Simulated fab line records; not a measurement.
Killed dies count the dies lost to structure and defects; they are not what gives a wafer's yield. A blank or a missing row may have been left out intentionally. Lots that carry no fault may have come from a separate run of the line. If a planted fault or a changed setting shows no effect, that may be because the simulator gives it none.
Which tool is to blame? -- flow nand_harc -- Sampling: 11 lots, 33 wafers, 6 of 1302 route steps

WHAT THE GAUGES READ, wafer by wafer
NHARC_A_ONON_D2_THK_MEAS_08: measures by ellipsometry.
lot,measured,on,thk_nm (nm)
L746,day 13 10:46,film_metro-01,1007 1009 1009
L750,day 15 06:05,film_metro-02,1007 1008 1006
L749,day 15 06:06,film_metro-02,1012 1012 1011
L753,day 16 07:56,film_metro-01,1669 1669 1670
L755,day 16 23:02,film_metro-01,1660 1662 1659
L756,day 17 13:14,film_metro-01,1007 1005 1006
L760,day 19 10:47,film_metro-01,999 998 996
L761,day 19 11:00,film_metro-01,1012 1012 1012
L763,day 20 10:29,film_metro-01,979 979 980
L765,day 21 09:23,film_metro-01,1014 1016 1014
L767,day 21 19:40,film_metro-02,1002 1002 1002

NHARC_END_SORT_01.
lot,measured,on,killed_at_array,killed_at_other,killed_at_periphery,killed_dies,killed_open,killed_short
L753,day 28 10:43,prober-01,677 670 675,0 1 0,0 6 2,677 677 677,7 0 5,2 6 2
L755,day 28 20:07,prober-02,677 675 675,0 0 1,0 2 1,677 677 677,5 4 8,0 4 1

WHAT TOOL EACH LOT RAN ON (gives the tool, then ch and the chambers of the sampled wafers, and finally the start)
lot,NHARC_A_CHANNEL_HOLE_D1_ETCH_26,NHARC_A_CHANNEL_FILL_D1_ALD_03,NHARC_A_CHANNEL_FILL_D1_STRIP_28,NHARC_A_ONON_D2_DEP_06
L746,"har_etch-01 ch 1, day 9 13:14","ald_sin_batch-03 ch 0, day 10 17:03 or earlier","rie_diel-04 ch 2,3, day 10 17:03","pecvd_onon-01 ch 0, day 13 10:15"
L750,"har_etch-01 ch 0,1, day 11 07:58","ald_sin_batch-02 ch 0, day 12 11:43 or earlier","rie_diel-05 ch 1,2,3, day 12 11:43","pecvd_onon-04 ch 0, day 15 05:34"
L749,"har_etch-02 ch 0,1, day 11 09:26","ald_sin_batch-02 ch 0, day 12 11:43 or earlier","rie_diel-04 ch 1,3, day 12 11:43","pecvd_onon-02 ch 0, day 15 05:42"
L753,"har_etch-02 ch 0,1, day 12 12:39","ald_sin_batch-01 ch 0, day 13 15:41 or earlier","rie_diel-01 ch 0,1,3, day 13 15:41","pecvd_onon-04 ch 0, day 16 07:25"
L755,"har_etch-01 ch 0,1, day 13 05:41","ald_sin_batch-02 ch 0, day 14 11:16 or earlier","rie_diel-04 ch 2,3, day 14 11:16","pecvd_onon-04 ch 0, day 16 22:32"
L756,"har_etch-01 ch 0,1, day 13 12:16","ald_sin_batch-02 ch 0, day 14 19:09 or earlier","rie_diel-04 ch 1,2, day 14 19:09","pecvd_onon-02 ch 0, day 17 12:47"
L760,"har_etch-02 ch 0,1, day 15 15:44","ald_sin_batch-03 ch 0, day 16 18:46 or earlier","rie_diel-05 ch 0,2,3, day 16 18:46","pecvd_onon-01 ch 0, day 19 10:20"
L761,"har_etch-01 ch 0,1, day 15 17:44","ald_sin_batch-03 ch 0, day 16 18:46 or earlier","rie_diel-01 ch 0,1,2, day 16 18:46","pecvd_onon-04 ch 0, day 19 10:29"
L763,"har_etch-01 ch 1, day 16 16:38","ald_sin_batch-01 ch 0, day 17 19:58 or earlier","rie_diel-04 ch 1,3, day 17 19:58","pecvd_onon-04 ch 0, day 20 09:58"
L765,"har_etch-02 ch 0,1, day 17 18:25","ald_sin_batch-03 ch 0, day 18 20:53 or earlier","rie_diel-04 ch 0,1,2, day 18 20:53","pecvd_onon-04 ch 0, day 21 08:53"
L767,"har_etch-02 ch 0,1, day 18 04:19","ald_sin_batch-02 ch 0, day 19 09:19 or earlier","rie_diel-01 ch 0,1, day 19 09:19","pecvd_onon-02 ch 0, day 21 19:10"
- NHARC_A_CHANNEL_HOLE_D1_ETCH_26: etches the open film in C4F8/O2/Ar, time 224.1 s, target depth 300 nm.
- NHARC_A_CHANNEL_FILL_D1_ALD_03: deposits SiNx, target thk 6 nm, pulse time 60 s, ald cycles 58.
- NHARC_A_CHANNEL_FILL_D1_STRIP_28: strips in O2, time 20 s.
- NHARC_A_ONON_D2_DEP_06: target thk 1000 nm.

WHAT THE TOOLS THEMSELVES READ (means of the sampled wafers that have a number; where no wafer has one, the mark that the record gives instead)
NHARC_A_CHANNEL_HOLE_D1_ETCH_26.
lot,tool,bias_v (V),c4f8_flow_sccm (sccm),drypump_motor_current_A (A),o2_flow_sccm (sccm),showerhead_plenum_p_Torr (Torr),throttle_valve_pct (%)
L746,har_etch-01,300,11.37,5.12,113.2,3.72,24.584
L750,har_etch-01,300,11.41,5.18,114.3,3.75,24.590
L749,har_etch-02,305,11.39,5.50,113.5,3.68,24.592
L753,har_etch-02,301,11.38,5.49,113.8,3.67,24.586
L755,har_etch-01,301,11.39,5.20,113.8,3.73,24.580
L756,har_etch-01,299,11.39,5.19,113.8,3.73,24.588
L760,har_etch-02,301,11.44,5.38,114.0,3.53,24.584
L761,har_etch-01,301,11.38,5.15,113.6,3.70,24.580
L763,har_etch-01,296,11.37,5.11,113.8,3.67,24.582
L765,har_etch-02,295,11.41,5.39,113.4,3.91,24.583
L767,har_etch-02,301,11.41,5.51,113.5,3.82,24.588

NHARC_A_CHANNEL_FILL_D1_ALD_03.
lot,tool,precursor_pulse_height_rel
L746,ald_sin_batch-03,1.004
L750,ald_sin_batch-02,0.989
L749,ald_sin_batch-02,1.002
L753,ald_sin_batch-01,1.016
L755,ald_sin_batch-02,1.000
L756,ald_sin_batch-02,1.000
L760,ald_sin_batch-03,1.005
L761,ald_sin_batch-03,0.987
L763,ald_sin_batch-01,0.990
L765,ald_sin_batch-03,1.006
L767,ald_sin_batch-02,1.010

NHARC_A_CHANNEL_FILL_D1_STRIP_28.
lot,tool,drypump_motor_current_A (A),o2_flow_sccm (sccm),oes_product_au (a.u.),rf_vpp_V (V),showerhead_plenum_p_Torr (Torr),throttle_valve_pct (%)
L746,rie_diel-04,5.6,500.4,1.002,57.8,3.47,17.039
L750,rie_diel-05,5.2,500.9,0.993,58.8,3.49,17.029
L749,rie_diel-04,5.5,500.0,1.003,58.0,3.48,17.037
L753,rie_diel-01,5.3,501.3,0.996,58.6,3.49,17.032
L755,rie_diel-04,5.4,500.5,1.005,57.9,3.62,17.039
L756,rie_diel-04,5.7,500.2,1.002,57.4,3.32,17.039
L760,rie_diel-05,5.5,499.7,0.998,57.3,3.55,17.037
L761,rie_diel-01,5.6,500.2,0.999,58.0,3.59,17.041
L763,rie_diel-04,5.3,502.0,0.990,57.7,3.63,17.047
L765,rie_diel-04,5.6,499.4,0.995,57.7,3.41,17.033
L767,rie_diel-01,5.2,499.5,0.990,58.4,3.60,17.037

NHARC_A_ONON_D2_DEP_06.
lot,tool,sih4_flow_sccm (sccm)
L746,pecvd_onon-01,209.0
L750,pecvd_onon-04,211.0
L749,pecvd_onon-02,209.9
L753,pecvd_onon-04,209.9
L755,pecvd_onon-04,210.0
L756,pecvd_onon-02,209.8
L760,pecvd_onon-01,211.1
L761,pecvd_onon-04,209.8
L763,pecvd_onon-04,209.6
L765,pecvd_onon-04,209.6
L767,pecvd_onon-02,210.5

THE ANSWER, worked out from the rows above alone
Rule: the lots themselves supply what counts as usual. Put in order of their means at a reading, lots are off if they are a third of the lots or fewer, leave a main group of 4 or more, and stand apart from it by a gap of 3 or more times the standard deviation of the main group's means; of several such gaps the widest counts. Not used: any main group whose means are identical at the precision the tables above print for the reading. Also off: a lot with no number at a reading for which 4 or more lots have one. Any other lot the step has rows for is counted as sound. Order of review: gauges by route order, followed by the tools' own readings, for which a lot's mean as printed above is used. At the first step where some lot is off, the reading lying furthest off is the one used; lots without a number count as furthest.
Off: L753, L755 (NHARC_A_ONON_D2_THK_MEAS_08, thk_nm). The main group: mean 1004 nm, standard deviation 10.
A tool fits if, at a process step before that reading, it ran every lot that is off, and no sound lot after the first of them. The gauges at NHARC_A_ONON_D2_THK_MEAS_08 are tried like those tools. With no start given for some of its lots, NHARC_A_CHANNEL_FILL_D1_ALD_03 uses the hours and lot order of NHARC_A_CHANNEL_FILL_D1_STRIP_28. Of those tried, none fits.

WHAT HAD BEEN PUT IN BY THE SIMULATOR
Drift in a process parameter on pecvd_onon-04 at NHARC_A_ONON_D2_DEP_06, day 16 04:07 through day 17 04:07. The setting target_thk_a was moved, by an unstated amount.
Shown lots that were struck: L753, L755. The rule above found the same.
